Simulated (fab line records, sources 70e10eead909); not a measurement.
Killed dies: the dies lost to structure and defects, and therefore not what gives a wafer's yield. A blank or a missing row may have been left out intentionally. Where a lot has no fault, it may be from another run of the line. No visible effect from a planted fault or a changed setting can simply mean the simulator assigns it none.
fab line records    flow nandHarc
[record] lots = 11  wafers = 33  lastDay = 32
route steps=1302 shown A_ONON_D1@431 A_CHANNEL_HOLE_D1@466 END@1302
lots untouched by any fault: they come from a run of this same line in which no faults occurred
startH: start of the lot's first displayed wafer, in hours after the record's first day    waitH: hours elapsed since this lot's preceding step    " as in the row above    L1.1+2: a row that stands for several wafers    - no value present, or no start provided    * or withheld: withheld    < > ~ a bound
route shown NAME@n: NAME is a module with steps in the file, n the number in the route of the first one    usual: mean/standard deviation taken from wafers without a fault    same: alike in all rows    chamber/n: place in a boat    sites: per-site readings    _std_site: the standard deviation of these    _edge_site: the outer-site mean with the inner-site mean subtracted    radiusMm: how far each site lies from the wafer's centre    mask NAME#n: copy n    behind: tool/chamber where the wafer was last shaped    hold: why the lot was held/for how many hours/how that ended    device: transistor that didn't switch, given as n, p or np    end of line: the route-end tests of the same wafers    step lacking rows: just its recipe    killed: dies lost to structure and defects at the first sort, not the wafer's yield    map: a wafer's dies, marking killed ones x, the rest . and places with no die _
set.NAME: the setting the step ran with; set.NAME@STEP: the setting that earlier step ran with    model.NAME: the simulator's own value behind a step, which no gauge read
route steps across a sampled set of lots; one table per step, one row per wafer
services: the hour from which a tool's chamber was out of use, counted from the record's first day as startH (under 0 if before that day), plus the number of hours and why
[[steps]]
[step NHARC_A_ONON_D1_THK_MEAS_11]
[recipe] thkMeasGauge = ellipsometry
[usual] thkNm = 1001/9
lot.wafer  tool          chamber  startH  waitH  thkNm
L904.1     filmMetro-02  -        176.58  -      997
L904.2     "             -        "       "      1000
L904.6     "             -        "       "      1001
L906.1     filmMetro-02  -        196.27  -      1009
L906.4     "             -        "       "      1010
L906.6     "             -        "       "      1006
L907.2     filmMetro-01  -        196.29  -      995
L907.3     "             -        "       "      997
L907.4     "             -        "       "      997
L908.2     filmMetro-01  -        211.28  -      996
L908.4     "             -        "       "      998
L908.6     "             -        "       "      998
L909.2     filmMetro-02  -        224.81  -      1006
L909.5     "             -        "       "      1005
L909.6     "             -        "       "      1006
L910.1     filmMetro-02  -        244.30  -      984
L910.5     "             -        "       "      983
L910.6     "             -        "       "      984
L911.1     filmMetro-01  -        244.34  -      1017
L911.4     "             -        "       "      1018
L911.6     "             -        "       "      1019
L916.1     filmMetro-01  -        294.93  -      1015
L916.3     "             -        "       "      1013
L916.5     "             -        "       "      1012
L922.2     filmMetro-02  -        358.16  -      991
L922.3     "             -        "       "      991
L922.6     "             -        "       "      993
L923.1     filmMetro-02  -        362.84  -      1000
L923.4     "             -        "       "      1001
L923.5     "             -        "       "      1002
L924.1     filmMetro-02  -        367.78  -      1009
L924.3     "             -        "       "      1009
L924.4     "             -        "       "      1011
[step NHARC_A_CHANNEL_HOLE_D1_ETCH_38]
[recipe] targetDepthA = 390  overEtchFrac = 0.3  timeS = 65  ionEnergyEv = 80  cf4FlowSccm = 150  arFlowSccm = 0  rfW = 300  biasW = 100  chemistry = CF4
[usual] drypumpMotorCurrentA = 5.6/0.37  oesProductAu = 1.003/0.0091  rfVppV = 150.7/1  runLengthS = 86.3/0.43  showerheadPlenumPTorr = 1.73/0.052  throttleValvePct = 13.284/0.0087
lot.wafer  tool        chamber  startH  waitH  drypumpMotorCurrentA  oesProductAu  rfHoursCounterH  rfVppV  runLengthS  showerheadPlenumPTorr  throttleValvePct
L904.1     rieDiel-09  2        196.02  0.1    5.1                   1.000         4                150.9   86.6        1.76                   13.275
L904.2     "           3        "       "      5.7                   1.022         4                149.5   85.6        1.68                   13.274
L904.6     "           2        "       "      5.1                   0.993         -                151.2   86.9        1.76                   13.289
L907.4     rieDiel-09  0        210.48  0.1    6.0                   1.010         5                150.6   86.5        1.67                   13.256
L907.2     "           1        "       "      5.1                   1.004         6                151.5   86.9        1.77                   13.288
L907.3     "           3        "       "      5.7                   1.010         5                148.6   85.5        1.68                   13.295
L906.4     rieDiel-08  0        210.65  0.1    5.5                   0.996         5                152.3   85.9        1.80                   13.286
L906.1     "           1        "       "      5.9                   1.009         3                150.6   86.7        1.76                   13.279
L906.6     "           3        "       "      5.5                   0.990         -                151.0   86.3        1.72                   13.282
L908.4     rieDiel-08  2        225.66  0.1    5.4                   1.007         7                151.5   87.2        1.78                   13.279
L908.2     "           0        "       "      5.6                   1.001         9                152.6   86.3        1.80                   13.276
L908.6     "           1        "       "      5.9                   1.006         -                149.8   86.6        1.76                   13.294
L909.2     rieDiel-09  0        240.16  0.1    5.9                   1.009         8                149.8   86.6        1.67                   13.279
L909.5     "           0        "       "      6.0                   1.003         -                150.5   86.5        1.67                   13.287
L909.6     "           1        "       "      5.1                   1.005         -                150.9   86.5        1.76                   13.283
L910.1     rieDiel-09  0        258.48  0.1    5.9                   1.016         9                149.6   86.7        1.67                   13.276
L910.5     "           3        "       "      5.7                   1.009         -                150.5   85.6        1.68                   13.296
L910.6     "           0        "       "      5.9                   1.016         -                150.5   86.5        1.67                   13.288
L911.1     rieDiel-09  2        258.80  0.1    5.1                   0.994         8                151.3   86.4        1.76                   13.282
L911.4     "           0        "       "      6.0                   1.016         9                149.8   86.6        1.67                   13.279
L911.6     "           3        "       "      5.7                   0.995         -                150.4   85.6        1.68                   13.290
L916.3     rieDiel-09  1        312.50  0.1    5.1                   1.012         13               150.4   86.2        1.76                   13.297
L916.1     "           0        "       "      6.0                   1.017         14               149.2   86.3        1.67                   13.294
L916.5     "           1        "       "      5.1                   1.008         -                150.4   86.1        1.76                   13.283
L922.3     rieDiel-09  2        372.71  0.1    5.1                   1.002         5                150.4   69.4        1.76                   13.270
L922.2     "           3        "       "      5.7                   0.992         6                151.5   68.0        1.67                   13.295
L922.6     "           1        "       "      5.1                   0.995         -                151.9   68.4        1.76                   13.293
L923.1     rieDiel-09  0        380.13  0.1    6.0                   1.011         6                151.1   68.6        1.67                   13.277
L923.4     "           1        "       "      5.1                   0.994         6                149.8   69.0        1.76                   13.280
L923.5     "           3        "       "      5.7                   1.003         -                148.4   68.2        1.67                   13.299
L924.1     rieDiel-13  1        387.67  0.1    5.5                   0.990         13               152.3   86.2        1.90                   13.272
L924.3     "           3        "       "      6.6                   0.989         13               150.5   85.6        1.67                   13.275
L924.4     "           0        "       "      5.9                   0.992         13               150.8   86.3        1.71                   13.271
[step NHARC_A_CHANNEL_HOLE_D1_ETCH_22]
[recipe] biasV = 3000  sourceW = withheld  pressureMtorr = 20  timeS = 666.7  arFlowSccm = 375  c4f8FlowSccm = 89.3  o2FlowSccm = 35.7  tempC = -20  targetDepthA = 16000  chemistry = C4F8/O2/Ar
[usual] drypumpMotorCurrentA = 6.1/0.45  runLengthS = 652/3.2  showerheadPlenumPTorr = 3.65/0.11  tempC = -19.98/0.12  throttleValvePct = 32.155/0.009
lot.wafer  tool        chamber  startH  waitH  drypumpMotorCurrentA  rfHoursCounterH  runLengthS  showerheadPlenumPTorr  tempC   throttleValvePct
L904.2     harEtch-01  0        200.53  0.4    6.5                   96               652         3.50                   -19.90  32.173
L904.1     "           1        "       "      6.5                   96               652         3.73                   -19.97  32.157
L904.6     "           1        "       "      6.6                   -                652         3.73                   -20.03  32.162
L907.2     harEtch-02  0        212.53  0.4    5.6                   314              652         3.76                   -19.89  32.142
L907.3     "           1        "       "      5.7                   -                652         3.76                   -20.03  32.157
L907.4     "           0        "       "      5.6                   -                652         3.76                   -19.92  32.141
L906.1     harEtch-01  0        213.12  0.4    6.5                   108              652         3.49                   -19.89  32.154
L906.4     "           0        "       "      6.5                   -                652         3.49                   -19.99  32.153
L906.6     "           0        "       "      6.5                   -                652         3.49                   -20.00  32.151
L908.2     harEtch-02  0        227.71  0.4    5.6                   318              652         3.75                   -20.08  32.148
L908.4     "           0        "       "      5.6                   -                652         3.75                   -20.11  32.165
L908.6     "           0        "       "      5.6                   -                652         3.75                   -20.03  32.166
L909.2     harEtch-02  0        242.14  0.4    5.6                   330              652         3.75                   -19.93  32.161
L909.6     "           0        "       "      5.6                   -                652         3.75                   -19.89  32.152
L909.5     "           1        "       "      5.7                   -                652         3.75                   -20.12  32.163
L910.1     harEtch-01  0        260.65  0.4    6.4                   127              652         3.48                   -20.07  32.162
L910.5     "           1        "       "      6.6                   -                652         3.71                   -20.26  32.162
L910.6     "           0        "       "      6.4                   -                652         3.49                   -20.07  32.132
L911.1     harEtch-02  0        261.86  0.7    5.6                   338              668         3.74                   -19.76  32.149
L911.4     "           0        "       "      5.6                   -                668         3.74                   -19.89  32.156
L911.6     "           0        "       "      5.6                   -                668         3.74                   -19.85  32.138
L916.1     harEtch-02  1        314.46  0.4    5.7                   360              652         3.73                   -20.12  32.159
L916.3     "           1        "       "      5.7                   -                652         3.73                   -20.16  32.156
L916.5     "           1        "       "      5.7                   -                652         3.73                   -20.18  32.156
L922.2     harEtch-01  0        374.69  0.4    6.4                   200              652         3.45                   -19.81  32.173
L922.3     "           0        "       "      6.5                   -                652         3.45                   -19.95  32.152
L922.6     "           0        "       "      6.4                   -                652         3.45                   -19.86  32.150
L923.1     harEtch-01  0        383.13  0.4    6.4                   208              652         3.44                   -20.04  32.171
L923.4     "           1        "       "      6.5                   -                652         3.67                   -20.11  32.146
L923.5     "           1        "       "      6.5                   -                652         3.67                   -20.19  32.149
L924.1     harEtch-02  1        394.87  0.4    5.7                   1                652         3.71                   -19.91  32.162
L924.3     "           1        "       "      5.7                   -                652         3.71                   -20.03  32.147
L924.4     "           0        "       "      5.6                   -                652         3.70                   -19.99  32.144
[step NHARC_A_CHANNEL_HOLE_D1_ETCH_25]
[recipe] biasV = 5000  sourceW = withheld  pressureMtorr = 20  timeS = 1040.2  arFlowSccm = 375  c4f8FlowSccm = 93.8  o2FlowSccm = 31.2  tempC = -20  targetDepthA = 15000  chemistry = C4F8/O2/Ar
[usual] drypumpMotorCurrentA = 6.1/0.45  runLengthS = 1026/3.2  showerheadPlenumPTorr = 3.65/0.11  tempC = -20.00/0.1  throttleValvePct = 32.236/0.0089
lot.wafer  tool        chamber  startH  waitH  drypumpMotorCurrentA  rfHoursCounterH  runLengthS  showerheadPlenumPTorr  tempC   throttleValvePct
L904.2     harEtch-01  0        202.54  0.6    6.4                   98               1025        3.50                   -19.92  32.240
L904.1     "           1        "       "      6.6                   98               1025        3.72                   -19.88  32.239
L904.6     "           1        "       "      6.6                   -                1025        3.72                   -19.95  32.240
L907.2     harEtch-02  0        214.61  0.7    5.6                   316              1025        3.75                   -19.87  32.235
L907.3     "           1        "       "      5.7                   -                1025        3.75                   -19.97  32.218
L907.4     "           0        "       "      5.6                   -                1025        3.75                   -19.98  32.234
L906.1     harEtch-01  0        215.21  0.7    6.5                   110              1025        3.49                   -20.05  32.236
L906.4     "           0        "       "      6.4                   -                1025        3.49                   -19.98  32.235
L906.6     "           0        "       "      6.5                   -                1025        3.49                   -19.98  32.234
L908.2     harEtch-02  0        229.80  0.7    5.6                   320              1025        3.75                   -19.76  32.230
L908.4     "           0        "       "      5.6                   -                1025        3.75                   -19.95  32.221
L908.6     "           0        "       "      5.6                   -                1025        3.75                   -19.84  32.248
L909.2     harEtch-02  0        244.18  0.6    5.6                   332              1025        3.74                   -20.07  32.247
L909.6     "           0        "       "      5.6                   -                1025        3.74                   -19.79  32.243
L909.5     "           1        "       "      5.7                   -                1025        3.74                   -19.96  32.242
L910.1     harEtch-01  0        262.73  0.7    6.4                   129              1025        3.48                   -20.02  32.240
L910.5     "           1        "       "      6.6                   -                1025        3.71                   -19.99  32.253
L910.6     "           0        "       "      6.4                   -                1025        3.48                   -20.15  32.237
L911.1     harEtch-02  0        265.94  1.3    5.6                   342              1041        3.74                   -20.07  32.231
L911.4     "           0        "       "      5.6                   -                1041        3.74                   -20.03  32.236
L911.6     "           0        "       "      5.6                   -                1041        3.74                   -20.12  32.244
L916.1     harEtch-02  1        316.50  0.6    5.7                   362              1025        3.73                   -19.96  32.239
L916.3     "           1        "       "      5.7                   -                1025        3.73                   -19.98  32.250
L916.5     "           1        "       "      5.7                   -                1025        3.73                   -20.10  32.233
L922.2     harEtch-01  0        376.73  0.6    6.5                   202              1025        3.44                   -20.00  32.240
L922.3     "           0        "       "      6.4                   -                1025        3.44                   -20.07  32.219
L922.6     "           0        "       "      6.5                   -                1025        3.44                   -20.07  32.253
L923.1     harEtch-01  0        385.20  0.7    6.5                   210              1025        3.44                   -20.23  32.243
L923.4     "           1        "       "      6.5                   -                1025        3.66                   -20.01  32.234
L923.5     "           1        "       "      6.6                   -                1025        3.66                   -20.02  32.224
L924.1     harEtch-02  1        396.89  0.6    5.7                   3                1025        3.71                   -19.78  32.251
L924.3     "           1        "       "      5.7                   -                1025        3.71                   -19.91  32.218
L924.4     "           0        "       "      5.6                   -                1025        3.70                   -19.97  32.240
[step NHARC_END_SORT_01]
[recipe] tempC = 25
[usual] killedAtArray = 55/20  killedAtOther = 1.2/1.3  killedAtPeriphery = 4.0/3  killedDies = 60/21  killedOpen = 3.2/1.9  killedShort = 2.5/1.6
[same] grossDies = 677
lot.wafer  tool       chamber  startH  waitH  hold                      killedAtArray  killedAtOther  killedAtPeriphery  killedDies  killedOpen  killedShort
L906.1     prober-02  0        588.70  2.5    -                         22             0              11                 33          5           1
L906.4     prober-02  0        591.14  3.4    -                         23             0              4                  27          7           5
L906.6     prober-02  0        592.77  4.1    -                         19             0              5                  24          4           1
L908.2     prober-02  0        606.74  2.8    -                         61             4              1                  66          4           5
L908.4     prober-02  0        608.32  3.4    -                         52             1              0                  53          6           0
L908.6     prober-02  0        609.90  4.0    -                         55             2              3                  60          4           2
L916.1     prober-02  0        701.49  2.5    -                         70             0              3                  73          7           2
L916.3     prober-02  0        703.10  3.1    -                         73             0              2                  75          3           3
L916.5     prober-02  0        704.71  3.7    -                         67             1              4                  72          2           3
L923.1     prober-01  0        753.78  2.5    awaitDispo/18.7h/release  250            0              6                  256         5           4
L923.4     prober-01  0        756.18  3.4    awaitDispo/18.7h/release  214            1              3                  218         11          2
L923.5     prober-01  0        756.98  3.7    awaitDispo/18.7h/release  179            0              4                  183         3           4
L922.2     prober-01  0        763.77  2.8    awaitDispo/2.2h/release   216            1              0                  217         3           2
L922.3     prober-01  0        764.56  3.1    awaitDispo/2.2h/release   205            0              6                  211         2           3
L922.6     prober-01  0        766.94  4.0    awaitDispo/2.2h/release   197            0              3                  200         3           4
// killed by level:class
L906.1 A_CHANNEL_HOLE_D2:chamberFilmFlake=12 P_M1:chamberFilmFlake=5 A_CONTACT:chamberFilmFlake=3 P_GATE:chamberFilmFlake=2 A_CHANNEL_FILL_D2:chamberFilmFlake=2 A_WL_FILL:chamberFilmFlake=2 P_CONTACT:geometricParticle:short=1 P_CONTACT:geometricParticle:open=1
L906.4 A_CHANNEL_HOLE_D2:chamberFilmFlake=7 A_CHANNEL_HOLE_D1:chamberFilmFlake=4 A_CHANNEL_FILL_D1:geometricParticle:short=2 P_M1:chamberFilmFlake=2 P_CONTACT:geometricParticle:open=1 P_M0:geometricParticle:open=1 A_ONON_D1:geometricParticle:open=1 A_CHANNEL_HOLE_D1:geometricParticle:short=1
L906.6 A_CHANNEL_HOLE_D2:chamberFilmFlake=9 A_CONTACT:chamberFilmFlake=3 A_DECK1_JOINT:chamberFilmFlake=2 P_GATE:geometricParticle:open=1 P_CONTACT:geometricParticle:open=1 A_CHANNEL_FILL_D1:geometricParticle:short=1 A_CHANNEL_HOLE_D2:geometricParticle:open=1 A_CONTACT:geometricParticle:open=1
L908.2 A_CHANNEL_HOLE_D1:chamberFilmFlake=35 A_CHANNEL_HOLE_D2:chamberFilmFlake=11 THIN_TSV:chamberFilmFlake=4 A_ONON_D1:geometricParticle:short=2 A_CHANNEL_FILL_D1:chamberFilmFlake=2 A_CONTACT:chamberFilmFlake=2 A_M1:chamberFilmFlake=2 P_CONTACT:geometricParticle:open=1
L908.4 A_CHANNEL_HOLE_D1:chamberFilmFlake=27 A_CHANNEL_HOLE_D2:chamberFilmFlake=11 A_BLC:geometricParticle:open=2 A_M0:geometricParticle:open=2 A_CHANNEL_FILL_D1:chamberFilmFlake=2 A_CHANNEL_FILL_D2:geometricParticle:open=1 A_SGD_CUT:geometricParticle:open=1 A_DECK1_JOINT:chamberFilmFlake=1
L908.6 A_CHANNEL_HOLE_D1:chamberFilmFlake=31 A_CHANNEL_HOLE_D2:chamberFilmFlake=17 A_SLIT:chamberFilmFlake=2 THIN_TSV:chamberFilmFlake=2 P_GATE:geometricParticle:open=1 P_M1:geometricParticle:open=1 A_SGD_CUT:geometricParticle:open=1 A_WL_FILL:geometricParticle:short=1
L916.1 A_CHANNEL_HOLE_D1:chamberFilmFlake=33 A_SLIT:chamberFilmFlake=21 A_STAIRCASE:chamberFilmFlake=4 A_CHANNEL_FILL_D2:geometricParticle:open=2 A_M0:geometricParticle:open=2 P_GATE:chamberFilmFlake=2 A_CHANNEL_FILL_D2:chamberFilmFlake=2 P_GATE:geometricParticle:open=1
L916.3 A_CHANNEL_HOLE_D1:chamberFilmFlake=40 A_SLIT:chamberFilmFlake=22 A_STAIRCASE:chamberFilmFlake=2 A_CHANNEL_FILL_D2:chamberFilmFlake=2 A_ONON_D1:geometricParticle:open=1 A_DECK1_JOINT:geometricParticle:short=1 A_WL_FILL:geometricParticle:short=1 A_CONTACT:geometricParticle:open=1
L916.5 A_CHANNEL_HOLE_D1:chamberFilmFlake=34 A_SLIT:chamberFilmFlake=23 A_CHANNEL_FILL_D2:chamberFilmFlake=2 A_STAIRCASE:chamberFilmFlake=2 P_M0:geometricParticle:open=1 A_ONON_D1:geometricParticle:short=1 A_DECK1_JOINT:geometricParticle:short=1 A_WL_FILL:geometricParticle:short=1
L923.1 A_CHANNEL_HOLE_D1:areaEtch=197 A_CHANNEL_HOLE_D2:chamberFilmFlake=26 A_CHANNEL_HOLE_D1:chamberFilmFlake=12 A_SLIT:chamberFilmFlake=4 P_CONTACT:chamberFilmFlake=3 A_ONON_D1:geometricParticle:open=2 A_CONTACT:chamberFilmFlake=2 P_GATE:geometricParticle:open=1
L923.4 A_CHANNEL_HOLE_D1:areaEtch=169 A_CHANNEL_HOLE_D2:chamberFilmFlake=11 A_CHANNEL_HOLE_D1:chamberFilmFlake=10 A_SLIT:chamberFilmFlake=6 A_CHANNEL_FILL_D1:geometricParticle:open=3 A_CONTACT:chamberFilmFlake=3 A_ONON_D2:geometricParticle:open=2 A_WL_FILL:geometricParticle:open=2
L923.5 A_CHANNEL_HOLE_D1:areaEtch=135 A_CHANNEL_HOLE_D2:chamberFilmFlake=16 A_SLIT:chamberFilmFlake=9 A_CHANNEL_HOLE_D1:chamberFilmFlake=6 A_CONTACT:chamberFilmFlake=5 A_M0:geometricParticle:short=2 P_M2:chamberFilmFlake=2 A_ONON_D1:geometricParticle:short=1
L922.2 A_CHANNEL_HOLE_D1:areaEtch=162 A_SLIT:chamberFilmFlake=19 A_CHANNEL_HOLE_D1:chamberFilmFlake=14 A_CHANNEL_HOLE_D2:chamberFilmFlake=12 A_CONTACT:chamberFilmFlake=3 A_DECK1_JOINT:geometricParticle:open=1 A_SGD_CUT:geometricParticle:short=1 A_WL_FILL:geometricParticle:short=1
L922.3 A_CHANNEL_HOLE_D1:areaEtch=147 A_SLIT:chamberFilmFlake=20 A_CHANNEL_HOLE_D2:chamberFilmFlake=19 A_CHANNEL_HOLE_D1:chamberFilmFlake=8 A_CONTACT:chamberFilmFlake=6 A_STAIRCASE:chamberFilmFlake=2 P_GATE:geometricParticle:short=1 P_CONTACT:geometricParticle:open=1
L922.6 A_CHANNEL_HOLE_D1:areaEtch=133 A_CHANNEL_HOLE_D2:chamberFilmFlake=27 A_SLIT:chamberFilmFlake=21 A_STAIRCASE:chamberFilmFlake=4 A_ONON_D2:geometricParticle:short=3 A_CHANNEL_HOLE_D1:chamberFilmFlake=3 A_ONON_D2:geometricParticle:open=2 P_M0:geometricParticle:short=1
[[services]]
tool        chamber  startH  hours  kind
rieDiel-09  0        176.60  -      clean
rieDiel-09  1        176.60  -      clean
rieDiel-09  2        176.60  -      clean
rieDiel-08  0        186.29  6.8    repair
rieDiel-08  -        190.89  9.0    pm
rieDiel-13  -        211.85  0.2    repair
rieDiel-08  3        212.60  1.8    repair
rieDiel-13  0        219.10  4.8    repair
rieDiel-09  3        232.56  7.2    repair
harEtch-02  1        257.74  -      consumableReplace:esc
harEtch-02  1        257.74  17.0   scheduledDown
harEtch-02  1        257.74  17.0   ventCycle
rieDiel-08  1        294.71  2.7    repair
rieDiel-09  -        320.10  9.0    pm
rieDiel-13  -        342.06  9.0    pm
harEtch-01  -        362.35  4.3    repair
rieDiel-08  -        368.13  9.0    pm
harEtch-02  -        377.00  17.0   pm
harEtch-02  0        377.00  17.0   ventCycle
harEtch-02  1        377.00  17.0   ventCycle
harEtch-02  0        394.00  -      clean
harEtch-02  0        394.00  -      consumableReplace:focusRing
harEtch-02  1        394.00  -      clean
harEtch-02  1        394.00  -      consumableReplace:focusRing
[[key]]
[firstSign] step = NHARC_A_CHANNEL_HOLE_D1_ETCH_38  reading = runLengthS  direction = down  sigmas = 41  usual = *  struck = *
[effect] step = NHARC_END_SORT_01  reading = killedAtArray  direction = up  sigmas = 7.6  usual = 55  struck = 210
[moreKillsBornAt] NHARC_A_CHANNEL_HOLE_D1_ETCH_38@rieDiel-09 = 943
metAt NHARC_A_CHANNEL_HOLE_D1_ETCH_38
struckLots L922,L923
testerLeftOut L922,L923
notActingAt NHARC_A_ONON_D1_THK_MEAS_11,NHARC_A_CHANNEL_HOLE_D1_ETCH_22,NHARC_A_CHANNEL_HOLE_D1_ETCH_25
onsetBetween 312.50 372.71
[fault] kind = processParameterDrift  tool = rieDiel-09  chamber = -  onsetH = 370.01  steps = NHARC_A_CHANNEL_HOLE_D1_ETCH_38  channel = timeS  offset = *  shape = step  endH = 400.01  actsIn = *  stated = *
// testerLeftOut: of these lots the tester's yield and bins aren't shown, on N5 and GAA mostly nor the transistor test; their killed dies are dies lost to structure and defects alone, not to doping, threshold or leakage, so they don't give the yield
